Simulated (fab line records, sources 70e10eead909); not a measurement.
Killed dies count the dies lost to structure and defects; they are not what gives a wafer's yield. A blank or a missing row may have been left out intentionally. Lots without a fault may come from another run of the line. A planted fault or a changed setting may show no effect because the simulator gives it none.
Matching of chambers || flow nand_harc || pecvd-02 running NHARC_A_M1_PRE_CLEAN_32: 3 sister chambers
The step time 12 s. 14 wafers are shown with their chamber, then 6 later ones without.

== WAFERS, EACH WITH ITS CHAMBER ==
{"wafer": "L397.1", "chamber": 2, "heater_power_w (W)": 579, "rf_fwd_power_W (W)": 294.1}
{"wafer": "L397.3", "chamber": 0, "heater_power_w (W)": 696, "rf_fwd_power_W (W)": 293.2}
{"wafer": "L397.6", "chamber": 0, "heater_power_w (W)": 714, "rf_fwd_power_W (W)": 293.2}
{"wafer": "L396.3", "chamber": 2, "heater_power_w (W)": 523, "rf_fwd_power_W (W)": 291.8}
{"wafer": "L396.4", "chamber": 2, "heater_power_w (W)": 515, "rf_fwd_power_W (W)": 291.7}
{"wafer": "L396.5", "chamber": 1, "heater_power_w (W)": 655, "rf_fwd_power_W (W)": 291.4}
{"wafer": "L399.1", "chamber": 1, "heater_power_w (W)": 650, "rf_fwd_power_W (W)": 292.2}
{"wafer": "L399.3", "chamber": 2, "heater_power_w (W)": 613, "rf_fwd_power_W (W)": 292.6}
{"wafer": "L399.5", "chamber": 0, "heater_power_w (W)": 635, "rf_fwd_power_W (W)": 291.9}
{"wafer": "L398.3", "chamber": 0, "heater_power_w (W)": 692, "rf_fwd_power_W (W)": 292.9}
{"wafer": "L398.5", "chamber": 0, "heater_power_w (W)": 676, "rf_fwd_power_W (W)": 292.2}
{"wafer": "L398.6", "chamber": 2, "heater_power_w (W)": 591, "rf_fwd_power_W (W)": 291.3}
{"wafer": "L403.3", "chamber": 1, "heater_power_w (W)": 559, "rf_fwd_power_W (W)": 292.0}
{"wafer": "L403.5", "chamber": 0, "heater_power_w (W)": 702, "rf_fwd_power_W (W)": 292.2}

SIGNATURES (averages over the wafers above)
{"reading": "heater_power_w", "chamber 0": 685.83, "chamber 1": 621.33, "chamber 2": 564.20, "scatter within a chamber": 39.5}
{"reading": "rf_fwd_power_W", "chamber 0": 292.600, "chamber 1": 291.867, "chamber 2": 292.300, "scatter within a chamber": 0.792}
Rule: for a wafer and a chamber, the distance is found by dividing, reading by reading, the gap between the wafer's reading and the chamber's mean by the reading's scatter, squaring, summing and taking the root. The wafer belongs to the nearest chamber; if the next one is less than 2 further off, it can't be placed. The scatter: take each reading less its chamber's mean, square it, sum over the shown wafers, divide by the number of wafers less the number of chambers, and take the root.

== WAFERS MISSING THEIR CHAMBER ==
{"wafer": "L403.6", "heater_power_w (W)": 557, "rf_fwd_power_W (W)": 292.6}
{"wafer": "L410.2", "heater_power_w (W)": 620, "rf_fwd_power_W (W)": 291.8}
{"wafer": "L410.5", "heater_power_w (W)": 579, "rf_fwd_power_W (W)": 292.3}
{"wafer": "L418.1", "heater_power_w (W)": 664, "rf_fwd_power_W (W)": 291.1}
{"wafer": "L418.2", "heater_power_w (W)": 633, "rf_fwd_power_W (W)": 292.5}
{"wafer": "L418.6", "heater_power_w (W)": 618, "rf_fwd_power_W (W)": 293.1}

== THE CHAMBER EACH PASSED THROUGH ==
{"wafer": "L403.6", "from the rows above": "can't be placed: 2 or 1", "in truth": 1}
{"wafer": "L410.2", "from the rows above": "can't be placed: 1 or 2 or 0", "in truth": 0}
{"wafer": "L410.5", "from the rows above": "can't be placed: 2 or 1", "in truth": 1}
{"wafer": "L418.1", "from the rows above": "can't be placed: 1 or 0 or 2", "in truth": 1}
{"wafer": "L418.2", "from the rows above": "can't be placed: 1 or 0 or 2", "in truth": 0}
{"wafer": "L418.6", "from the rows above": "can't be placed: 1 or 2 or 0", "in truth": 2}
0 of 6 placed correctly. These rows do not allow placing 6 (true chamber among the candidates in 6). 0 placed wrongly.
